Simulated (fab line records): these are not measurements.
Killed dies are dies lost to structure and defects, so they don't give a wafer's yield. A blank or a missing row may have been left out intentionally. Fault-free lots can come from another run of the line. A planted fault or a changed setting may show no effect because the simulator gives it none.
Chamber matching -- flow n5Finfet -- N5_BEOL_M8_CURE_75 on uvCure-02: 3 sister chambers
The step cures SiCOH lowk, time 120 s. 24 wafers are shown with their chamber, then 12 later ones without.

## WAFERS WITH THEIR CHAMBER
wafer,chamber,wafer_temp_C_max,lampPowerPct (%)
L074.4,0,372.5,52.24
L074.5,0,373.5,52.38
L074.6,0,372.1,52.23
L077.1,1,371.6,52.27
L077.2,1,371.8,52.28
L077.4,1,371.3,52.31
L079.1,1,371.5,52.38
L079.4,1,371.3,52.19
L079.5,1,371.7,52.37
L080.2,2,372.0,52.38
L080.4,2,372.4,52.33
L080.5,2,372.3,52.26
L081.3,1,371.9,52.32
L081.5,1,371.4,52.26
L081.6,1,371.6,52.28
L085.3,1,371.5,52.34
L085.5,1,371.2,52.33
L085.6,1,371.0,52.30
L088.2,1,371.0,52.20
L088.3,1,370.7,52.33
L088.6,1,370.8,52.33
L087.1,2,371.6,52.32
L087.3,2,372.6,52.40
L087.4,2,371.9,52.32

SIGNATURES (means of the wafers above)
reading,chamber 0,chamber 1,chamber 2,scatter within a chamber
wafer_temp_C_max,372.700,371.353,372.133,0.409
lampPowerPct,52.2833,52.2993,52.3350,0.0569
Rule: for each reading, subtract the chamber's mean from the wafer's reading, divide by that reading's scatter and square the result; add these up over the readings and take the root, which gives the wafer's distance from the chamber. The wafer belongs to the nearest chamber; if the next one is less than 2 further off, it can't be placed. The scatter is the square root of a quotient: the sum, over the shown wafers, of each reading's squared deviation from its chamber's mean, divided by wafers minus chambers.

## WAFERS WITHOUT THEIR CHAMBER
wafer,wafer_temp_C_max,lampPowerPct (%)
L091.1,372.0,52.39
L091.3,372.9,52.28
L091.6,372.7,52.29
L089.1,371.3,52.31
L089.2,370.9,52.37
L089.4,370.9,52.34
L094.1,372.6,52.37
L094.5,371.7,52.31
L094.6,372.1,52.30
L097.1,371.9,52.24
L097.2,371.4,52.28
L097.4,371.8,52.37

## WHICH CHAMBER EACH WENT THROUGH
wafer,from the rows above,in truth
L091.1,can't be placed: 2 or 1 or 0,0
L091.3,can't be placed: 0 or 2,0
L091.6,can't be placed: 0 or 2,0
L089.1,can't be placed: 1 or 2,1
L089.2,can't be placed: 1 or 2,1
L089.4,can't be placed: 1 or 2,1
L094.1,can't be placed: 2 or 0 or 1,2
L094.5,can't be placed: 1 or 2 or 0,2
L094.6,can't be placed: 2 or 0 or 1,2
L097.1,can't be placed: 1 or 2 or 0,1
L097.2,can't be placed: 1 or 2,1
L097.4,can't be placed: 2 or 1 or 0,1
0 of 12 placed correctly. Unplaceable from these rows: 12, with the true chamber sitting among the candidates in 12. Wrongly placed: 0.
